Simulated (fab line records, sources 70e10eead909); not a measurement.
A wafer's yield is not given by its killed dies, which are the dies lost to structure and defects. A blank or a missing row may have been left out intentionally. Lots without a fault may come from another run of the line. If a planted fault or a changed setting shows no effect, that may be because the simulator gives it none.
Which tool did it? -- flow nand_harc -- Sampling: 24 lots, 72 wafers, 5 of 1302 route steps

WHAT EACH GAUGE READ, for each wafer
NHARC_A_ONON_D2_THK_MEAS_30: measures by ellipsometry. Usual: 1000 nm for thk_nm, sd 9.7.
lot,measured,on,thk_nm (nm),flag
L074,day 12 16:41,film_metro-01,1014 1012 1012,
L075,day 12 17:01,film_metro-01,998 995 997,
L076,day 14 06:42,film_metro-02,983 985 984,
L077,day 14 14:41,film_metro-01,1006 1006 1006,
L078,day 14 14:40,film_metro-02,982 984 982,
L079,day 14 20:17,film_metro-02,1008 1004 1008,
L081,day 15 16:02,film_metro-02,996 997 996,
L080,day 16 04:45,film_metro-02,987 990 988,
L082,day 16 04:45,film_metro-01,998 1000 997,
L083,day 16 16:25,film_metro-01,1006 1004 1004,
L085,day 17 06:59,film_metro-02,1011 1011 1012,
L084,day 17 19:14,film_metro-02,1002 1003 1004,
L086,day 18 00:16,film_metro-01,994 994 992,
L087,day 18 10:54,film_metro-01,990 990 991,
L088,day 19 00:58,film_metro-02,983 981 982,
L089,day 19 00:58,film_metro-01,1016 1018 1017,
L090,day 19 15:26,film_metro-01,1007 1005 1005,
L091,day 19 15:26,film_metro-02,1002 1003 1005,
L092,day 20 11:47,film_metro-01,992 991 992,
L093,day 21 01:10,film_metro-02,1005 1005 1006,
L094,day 21 10:15,film_metro-02,1012 1013 1013,
L095,day 21 18:32,film_metro-01,1006 1004 1004,
L097,day 22 09:28,film_metro-02,1009 1009 1010,
L096,day 22 09:28,film_metro-01,1000 1000 1001,

NHARC_A_CHANNEL_HOLE_D2_INSPECT_40. Usual: 267 for raw_defect_count, sd 77.
lot,measured,on,raw_defect_count,flag
L074,day 13 07:22,defect_inspect-02,273 463 388,
L075,day 13 11:29,defect_inspect-01,339 220 235,
L076,day 14 19:26,defect_inspect-02,210 401 272,
L077,day 15 06:31,defect_inspect-02,287 205 196,
L078,day 15 06:19,defect_inspect-02,282 334 287,
L079,day 15 10:28,defect_inspect-02,289 259 229,
L081,day 16 02:23,defect_inspect-01,222 304 219,
L080,day 16 17:51,defect_inspect-02,309 253 251,
L082,day 16 17:05,defect_inspect-02,375 295 519,
L083,day 17 09:31,defect_inspect-01,489 310 280,
L085,day 17 19:52,defect_inspect-02,182 186 256,
L084,day 18 11:38,defect_inspect-02,299 529 257,
L086,day 18 13:21,defect_inspect-02,233 240 174,
L087,day 18 21:15,defect_inspect-02,346 348 563,
L088,day 19 18:20,defect_inspect-02,157 186 190,
L089,day 19 17:15,defect_inspect-01,268 208 263,
L090,day 20 03:43,defect_inspect-02,310 244 209,
L091,day 20 03:08,defect_inspect-02,240 380 363,
L092,day 20 22:35,defect_inspect-01,355 343 323,
L093,day 21 16:01,defect_inspect-01,168 237 154,
L094,day 22 02:58,defect_inspect-02,194 182 201,
L095,day 22 04:53,defect_inspect-02,157 199 253,
L097,day 22 19:58,defect_inspect-02,171 279 220,
L096,day 22 19:49,defect_inspect-02,207 211 199,

WHICH TOOL RAN EACH LOT (tool, then ch and the chambers of the sampled wafers, then the start)
lot,NHARC_A_DECK1_JOINT_CMP_13,NHARC_A_CHANNEL_HOLE_D2_ETCH_34,NHARC_A_CHANNEL_HOLE_D2_ETCH_20
L074,"cmp-02 ch 0,1,3, day 11 06:46","rie_diel-05 ch 0,1, day 13 01:52 or earlier","har_etch-01 ch 0,1, day 13 01:52"
L075,"cmp-03 ch 1,2,3, day 11 06:46","rie_diel-09 ch 0,1,2, day 13 05:57 or earlier","har_etch-01 ch 0,1, day 13 05:57"
L076,"cmp-02 ch 0,1,2, day 12 13:31","rie_diel-05 ch 0,1,2, day 14 13:53 or earlier","har_etch-02 ch 0,1, day 14 13:53"
L077,"cmp-02 ch 0,3, day 12 21:00","rie_diel-10 ch 0,3, day 15 01:05 or earlier","har_etch-01 ch 0,1, day 15 01:05"
L078,"cmp-02 ch 1,2,3, day 13 00:11","rie_diel-05 ch 0,1,2, day 15 00:43 or earlier","har_etch-02 ch 0,1, day 15 00:43"
L079,"cmp-03 ch 0,3, day 13 05:01","rie_diel-09 ch 1,2,3, day 15 04:56 or earlier","har_etch-02 ch 0,1, day 15 04:56"
L081,"cmp-02 ch 0,1,2, day 14 03:45","rie_diel-05 ch 0,1,2, day 15 20:46 or earlier","har_etch-01 ch 0,1, day 15 20:46"
L080,"cmp-02 ch 0,2,3, day 14 12:02","rie_diel-05 ch 0,2,3, day 16 12:06 or earlier","har_etch-02 ch 0,1, day 16 12:06"
L082,"cmp-01 ch 0,2,3, day 14 16:39","rie_diel-09 ch 0,2,3, day 16 11:29 or earlier","har_etch-01 ch 0,1, day 16 11:29"
L083,"cmp-02 ch 0,2,3, day 14 22:59","rie_diel-05 ch 0,1, day 17 03:56 or earlier","har_etch-01 ch 0,1, day 17 03:56"
L085,"cmp-02 ch 0,2,3, day 15 16:08","rie_diel-05 ch 1,2,3, day 17 14:20 or earlier","har_etch-02 ch 0,1, day 17 14:20"
L084,"cmp-02 ch 0,1,2, day 16 04:05","rie_diel-09 ch 0,1, day 18 06:03 or earlier","har_etch-01 ch 0,1, day 18 06:03"
L086,"cmp-02 ch 0,1,2, day 16 12:13","rie_diel-09 ch 0,2, day 18 07:44 or earlier","har_etch-02 ch 0,1, day 18 07:44"
L087,"cmp-03 ch 0,2,3, day 16 23:47","rie_diel-05 ch 0,2,3, day 18 15:44 or earlier","har_etch-02 ch 1, day 18 15:44"
L088,"cmp-02 ch 1,2,3, day 17 09:31","rie_diel-10 ch 0,2,3, day 19 12:44 or earlier","har_etch-01 ch 0,1, day 19 12:44"
L089,"cmp-03 ch 0,3, day 17 13:26","rie_diel-05 ch 0,2, day 19 11:46 or earlier","har_etch-02 ch 0,1, day 19 11:46"
L090,"cmp-01 ch 0,1,2, day 18 03:40","rie_diel-10 ch 0,1,2, day 19 22:08 or earlier","har_etch-01 ch 0, day 19 22:08"
L091,"cmp-03 ch 1,2,3, day 18 03:43","rie_diel-05 ch 1,2, day 19 21:38 or earlier","har_etch-02 ch 0,1, day 19 21:38"
L092,"cmp-01 ch 0,1,2, day 18 23:09","rie_diel-05 ch 2,3, day 20 16:34 or earlier","har_etch-02 ch 0,1, day 20 16:34"
L093,"cmp-02 ch 1,2,3, day 19 13:02","rie_diel-05 ch 0,2,3, day 21 10:34 or earlier","har_etch-02 ch 0,1, day 21 10:34"
L094,"cmp-02 ch 0,1,3, day 19 21:23","rie_diel-05 ch 0,1,3, day 21 21:22 or earlier","har_etch-01 ch 0,1, day 21 21:22"
L095,"cmp-02 ch 0,1,3, day 20 02:20","rie_diel-05 ch 1,2,3, day 21 23:16 or earlier","har_etch-02 ch 1, day 21 23:16"
L097,"cmp-02 ch 1,2, day 20 14:04","rie_diel-05 ch 0,1,2, day 22 14:25 or earlier","har_etch-02 ch 0,1, day 22 14:25"
L096,"cmp-01 ch 2,3, day 20 14:05","rie_diel-09 ch 0,1,3, day 22 14:18 or earlier","har_etch-01 ch 0,1, day 22 14:18"
- NHARC_A_DECK1_JOINT_CMP_13: polishes, target thk 51.023 nm.
- NHARC_A_CHANNEL_HOLE_D2_ETCH_34: etches the open film in CF4/CHF3, target depth 154 nm, time 77 s.
- NHARC_A_CHANNEL_HOLE_D2_ETCH_20: etches the open film in C4F8/O2/Ar, time 361.9 s, target depth 1600 nm.

WHAT THE TOOLS THEMSELVES READ (means of the sampled wafers that have a number; where no wafer has one, the mark that the record gives instead)
NHARC_A_DECK1_JOINT_CMP_13. Usual: motor_current_A 13.0 A, standard deviation 1.6; time_to_endpoint_s 8.9 s, standard deviation 2.3.
lot,tool,motor_current_A (A),time_to_endpoint_s (s),flag
L074,cmp-02,12.1,6.7,
L075,cmp-03,12.5,10.5,
L076,cmp-02,13.9,9.4,
L077,cmp-02,11.5,9.0,
L078,cmp-02,12.6,9.8,
L079,cmp-03,13.1,13.6,
L081,cmp-02,13.5,7.9,
L080,cmp-02,13.0,8.7,
L082,cmp-01,12.2,11.3,
L083,cmp-02,13.2,6.9,
L085,cmp-02,13.2,5.5,
L084,cmp-02,13.9,8.0,
L086,cmp-02,13.8,6.0,
L087,cmp-03,13.2,11.3,
L088,cmp-02,12.3,9.4,
L089,cmp-03,13.4,8.8,
L090,cmp-01,13.9,9.0,
L091,cmp-03,12.3,9.5,
L092,cmp-01,13.9,12.0,
L093,cmp-02,12.9,8.7,
L094,cmp-02,11.8,7.9,
L095,cmp-02,12.0,6.6,
L097,cmp-02,13.9,7.2,
L096,cmp-01,12.4,11.3,

NHARC_A_CHANNEL_HOLE_D2_ETCH_34. Usual: drypump_motor_current_A 5.8 A, standard deviation 0.55; oes_product_au 0.962 a.u., standard deviation 0.02; rf_vpp_V 370.6 V, standard deviation 2.2; showerhead_plenum_p_Torr 1.57 Torr, standard deviation 0.06; throttle_valve_pct 16.802 %, standard deviation 0.0098.
lot,tool,drypump_motor_current_A (A),oes_product_au (a.u.),rf_vpp_V (V),showerhead_plenum_p_Torr (Torr),throttle_valve_pct (%),flag
L074,rie_diel-05,5.6,0.992,370.6,1.58,16.795,
L075,rie_diel-09,6.0,0.972,370.4,1.58,16.806,
L076,rie_diel-05,5.7,0.970,371.0,1.59,16.800,
L077,rie_diel-10,5.6,0.974,370.3,1.56,16.804,
L078,rie_diel-05,5.6,0.967,371.4,1.59,16.799,
L079,rie_diel-09,6.1,0.969,370.7,1.58,16.799,
L081,rie_diel-05,5.7,0.971,371.1,1.59,16.809,
L080,rie_diel-05,5.9,0.979,370.6,1.57,16.798,
L082,rie_diel-09,5.8,0.959,371.7,1.62,16.813,
L083,rie_diel-05,5.6,0.980,371.8,1.58,16.799,
L085,rie_diel-05,5.4,0.934,369.0,1.53,16.809,
L084,rie_diel-09,6.0,0.957,371.1,1.62,16.794,
L086,rie_diel-09,5.8,0.945,371.5,1.59,16.800,
L087,rie_diel-05,5.9,0.969,370.9,1.57,16.805,
L088,rie_diel-10,5.3,0.966,371.5,1.60,16.803,
L089,rie_diel-05,6.0,0.921,372.5,1.62,16.792,
L090,rie_diel-10,5.5,0.926,371.4,1.59,16.797,
L091,rie_diel-05,5.2,0.964,369.4,1.56,16.794,
L092,rie_diel-05,5.7,0.978,368.5,1.51,16.806,
L093,rie_diel-05,5.9,0.938,370.0,1.57,16.796,
L094,rie_diel-05,5.9,0.979,369.7,1.56,16.811,
L095,rie_diel-05,5.5,0.980,368.6,1.53,16.803,
L097,rie_diel-05,5.6,0.962,371.7,1.59,16.802,
L096,rie_diel-09,6.1,0.965,372.5,1.61,16.793,

NHARC_A_CHANNEL_HOLE_D2_ETCH_20. Usual: drypump_motor_current_A 5.9 A, standard deviation 0.61; o2_flow_sccm 35.69 sccm, standard deviation 0.11; showerhead_plenum_p_Torr 3.74 Torr, standard deviation 0.16; throttle_valve_pct 32.157 %, standard deviation 0.0092.
lot,tool,drypump_motor_current_A (A),o2_flow_sccm (sccm),showerhead_plenum_p_Torr (Torr),throttle_valve_pct (%),flag
L074,har_etch-01,5.4,35.76,3.61,32.153,
L075,har_etch-01,5.4,35.77,3.65,32.156,
L076,har_etch-02,6.2,35.69,3.72,32.151,
L077,har_etch-01,5.3,35.56,3.64,32.168,
L078,har_etch-02,6.2,35.77,3.72,32.149,
L079,har_etch-02,6.5,35.63,3.82,32.161,
L081,har_etch-01,5.3,35.76,3.63,32.159,
L080,har_etch-02,6.2,35.68,3.71,32.156,
L082,har_etch-01,5.3,35.79,3.63,32.157,
L083,har_etch-01,5.4,35.66,3.58,32.157,
L085,har_etch-02,6.2,35.70,3.92,32.158,
L084,har_etch-01,5.4,35.74,3.56,32.160,
L086,har_etch-02,6.5,35.65,3.91,32.157,
L087,har_etch-02,6.8,35.64,3.90,32.161,
L088,har_etch-01,5.3,35.58,3.60,32.158,
L089,har_etch-02,6.6,35.69,3.90,32.159,
L090,har_etch-01,5.4,35.71,3.51,32.161,
L091,har_etch-02,6.5,35.62,3.90,32.149,
L092,har_etch-02,6.5,35.67,3.89,32.164,
L093,har_etch-02,6.2,35.58,3.89,32.154,
L094,har_etch-01,5.3,35.69,3.58,32.149,
L095,har_etch-02,6.9,35.70,3.87,32.151,
L097,har_etch-02,6.5,35.63,3.88,32.148,
L096,har_etch-01,5.4,35.75,3.53,32.153,

THE ANSWER, worked out from the rows above alone
Rule: take the mean of a lot's wafers that have a number; if it is more than 3 standard deviations from the usual mean, the lot is off. A lot without any number at a reading at which 4 lots or more have one is off too. Any other lot the step has rows for is counted as sound. The gauges are gone through in route order, then the tools' own readings, and for those a lot's mean is taken as printed above. At the first step where some lot is off, the reading lying furthest off is the one used; lots without a number count as furthest.
Across all readings shown, no lot is off: no conclusion can be drawn from this.

WHAT HAD BEEN PUT IN BY THE SIMULATOR
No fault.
